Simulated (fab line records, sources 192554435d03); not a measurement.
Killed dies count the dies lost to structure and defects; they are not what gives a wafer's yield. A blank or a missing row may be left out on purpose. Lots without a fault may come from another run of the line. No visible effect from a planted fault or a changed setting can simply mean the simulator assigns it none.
Matching of chambers ; flow n5-finfet ; N5_BEOL_M3_ETCH_63 on rie-diel-06: 4 sister chambers
The step etches SiARC in CF4, target depth 15.6 nm, time 26 s. 4 wafers are shown with their chamber, then 10 later ones without.

EACH WAFER AND ITS CHAMBER
wafer;chamber;showerhead-plenum-p-Torr (Torr)
L080.3;1;2.15
L083.3;2;2.08
L086.3;3;2.03
L086.4;0;2.13

WAFERS MISSING THEIR CHAMBER
wafer;showerhead-plenum-p-Torr (Torr)
L086.5;2.15
L091.1;2.07
L091.5;2.03
L091.6;2.07
L095.1;2.03
L095.4;2.12
L095.5;2.03
L096.2;2.07
L096.4;2.03
L096.6;2.12

WHICH CHAMBER EACH WENT THROUGH
wafer;from the rows above;in truth
L086.5;1;1
L091.1;2;2
L091.5;3;3
L091.6;2;2
L095.1;3;3
L095.4;0;0
L095.5;3;3
L096.2;2;2
L096.4;3;3
L096.6;0;0
Correctly placed: 10 of 10. Number that these rows cannot place: 0. Wrongly placed: 0.
How it was worked out, from the rows above alone: a wafer's distance from a chamber is the root of the sum, over the readings, of the square of ((its reading less the chamber's mean) divided by the reading's scatter). The wafer belongs to the nearest chamber; if the next one is less than 2 further off, it can't be placed. A chamber's mean is the mean of its shown wafers. The scatter (one wafer shown for each chamber): square how far every hidden wafer sits from the nearest shown wafer, average those squares and take the square root.
